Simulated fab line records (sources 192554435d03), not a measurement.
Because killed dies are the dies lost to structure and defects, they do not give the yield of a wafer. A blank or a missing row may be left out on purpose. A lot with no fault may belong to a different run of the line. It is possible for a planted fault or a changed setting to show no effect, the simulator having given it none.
Split-lot trial :: flow n5-finfet :: on a route of 1938 steps: 7 lots, 21 wafers read

## THE SPLIT ITSELF
At N5_BEOL_M9_TRENCH_ETCH_37 (etches SiCOH lowk in C4F6/O2, target depth 151.43 nm, time 49 s), the setting bias-w was moved away from the recipe's 185 W on 6 of the 21 wafers read, by +7.1% to +15.3%. For the rest of the wafers, this setting stayed at what the recipe calls for.

Reading taken at the split's own step.

## THE READING
rf-vpp-V, in V, at N5_BEOL_M9_TRENCH_ETCH_37 (etches SiCOH lowk in C4F6/O2, target depth 151.43 nm, time 49 s). Typical for fault-free wafers on this fab line: 660 V, with standard deviation 14 V.

wafer: L074.3
tool, chamber at the split: rie-diel-03, 1
bias-w as run, W: 185
against the recipe: recipe
rf-vpp-V, V: 670
against lot-mates on the recipe: -

wafer: L074.4
tool, chamber at the split: rie-diel-03, 3
bias-w as run, W: 185
against the recipe: recipe
rf-vpp-V, V: 645
against lot-mates on the recipe: -

wafer: L074.6
tool, chamber at the split: rie-diel-03, 2
bias-w as run, W: 185
against the recipe: recipe
rf-vpp-V, V: 659
against lot-mates on the recipe: -

wafer: L077.1
tool, chamber at the split: rie-diel-03, 3
bias-w as run, W: 185
against the recipe: recipe
rf-vpp-V, V: 646
against lot-mates on the recipe: -

wafer: L077.2
tool, chamber at the split: rie-diel-03, 0
bias-w as run, W: 209.2
against the recipe: +13.1%
rf-vpp-V, V: 754
against lot-mates on the recipe: +108

wafer: L077.5
tool, chamber at the split: rie-diel-03, 3
bias-w as run, W: 185
against the recipe: recipe
rf-vpp-V, V: 645
against lot-mates on the recipe: -

wafer: L078.3
tool, chamber at the split: rie-diel-05, 0
bias-w as run, W: 213.3
against the recipe: +15.3%
rf-vpp-V, V: 712
against lot-mates on the recipe: +48

wafer: L078.5
tool, chamber at the split: rie-diel-05, 2
bias-w as run, W: 185
against the recipe: recipe
rf-vpp-V, V: 664
against lot-mates on the recipe: -

wafer: L078.6
tool, chamber at the split: rie-diel-05, 1
bias-w as run, W: 213.3
against the recipe: +15.3%
rf-vpp-V, V: 742
against lot-mates on the recipe: +78

wafer: L081.1
tool, chamber at the split: rie-diel-03, 2
bias-w as run, W: 185
against the recipe: recipe
rf-vpp-V, V: 658
against lot-mates on the recipe: -

wafer: L081.2
tool, chamber at the split: rie-diel-03, 3
bias-w as run, W: 185
against the recipe: recipe
rf-vpp-V, V: 646
against lot-mates on the recipe: -

wafer: L081.4
tool, chamber at the split: rie-diel-03, 1
bias-w as run, W: 185
against the recipe: recipe
rf-vpp-V, V: 668
against lot-mates on the recipe: -

wafer: L082.4
tool, chamber at the split: rie-diel-01, 3
bias-w as run, W: 185
against the recipe: recipe
rf-vpp-V, V: 651
against lot-mates on the recipe: -

wafer: L082.5
tool, chamber at the split: rie-diel-01, 3
bias-w as run, W: 185
against the recipe: recipe
rf-vpp-V, V: 651
against lot-mates on the recipe: -

wafer: L082.6
tool, chamber at the split: rie-diel-01, 0
bias-w as run, W: 185
against the recipe: recipe
rf-vpp-V, V: 643
against lot-mates on the recipe: -

wafer: L084.2
tool, chamber at the split: rie-diel-01, 1
bias-w as run, W: 198.2
against the recipe: +7.1%
rf-vpp-V, V: 713
against lot-mates on the recipe: +41

wafer: L084.5
tool, chamber at the split: rie-diel-01, 3
bias-w as run, W: 198.2
against the recipe: +7.1%
rf-vpp-V, V: 686
against lot-mates on the recipe: +14

wafer: L084.6
tool, chamber at the split: rie-diel-01, 2
bias-w as run, W: 185
against the recipe: recipe
rf-vpp-V, V: 672
against lot-mates on the recipe: -

wafer: L095.1
tool, chamber at the split: rie-diel-05, 1
bias-w as run, W: 185
against the recipe: recipe
rf-vpp-V, V: 662
against lot-mates on the recipe: -

wafer: L095.2
tool, chamber at the split: rie-diel-05, 2
bias-w as run, W: 185
against the recipe: recipe
rf-vpp-V, V: 663
against lot-mates on the recipe: -

wafer: L095.3
tool, chamber at the split: rie-diel-05, 0
bias-w as run, W: 198.5
against the recipe: +7.3%
rf-vpp-V, V: 671
against lot-mates on the recipe: +8

THE FIT
A straight line over all 21 wafers: rf-vpp-V changes by +5.26 V for each +1% of bias-w; r = +0.90; the points scatter about the line by 14 V.
The same after taking each lot's own level away (the mean of its wafers on the recipe; 21 wafers): +4.86 V for each +1%; r = +0.87; scatter 15 V.
The reading moves by 74 V for the largest change in bias-w, on that fit.
Across the lots, their own levels run from 645.5 to 672.0 V, a range of 1.9 times the standard deviation given above.
The two slopes agree, so the slope changes little with the lot-to-lot level.
Check: for one of the wafers moved furthest among these (+15.3%), held out of the fit, the line's prediction against its lot-mates is +84.3 V. Against them it came out at +48 V.
Tool readings at the split's step, against how far the setting was moved: rf-vpp-V r = +0.90.

## ADDITIONAL SPLITS CARRIED BY THESE WAFERS
Other splits were also applied to these wafers ahead of the reading. Each is held against what the fit with the lots' levels taken away leaves over:
other split on the same wafers: N5_BEOL_M5_ETCH_41 source-w
wafers away from the commonest value: 7
r with rf-vpp-V (lot level and that fit taken away): +0.01

other split on the same wafers: N5_BEOL_M7_DESCUM_33 time-s
wafers away from the commonest value: 9
r with rf-vpp-V (lot level and that fit taken away): -0.06

other split on the same wafers: N5_BEOL_M7_TRENCH_ETCH_37 source-w
wafers away from the commonest value: 9
r with rf-vpp-V (lot level and that fit taken away): +0.32

other split on the same wafers: N5_BEOL_M8_TRENCH_ETCH_37 source-w
wafers away from the commonest value: 8
r with rf-vpp-V (lot level and that fit taken away): -0.10

other split on the same wafers: N5_BEOL_M8_CURE_75 time-s
wafers away from the commonest value: 5
r with rf-vpp-V (lot level and that fit taken away): -0.01

## THE FILE'S OWN FIT
rf-vpp-V changes by +5.2 V for each +1% of bias-w, r = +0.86.
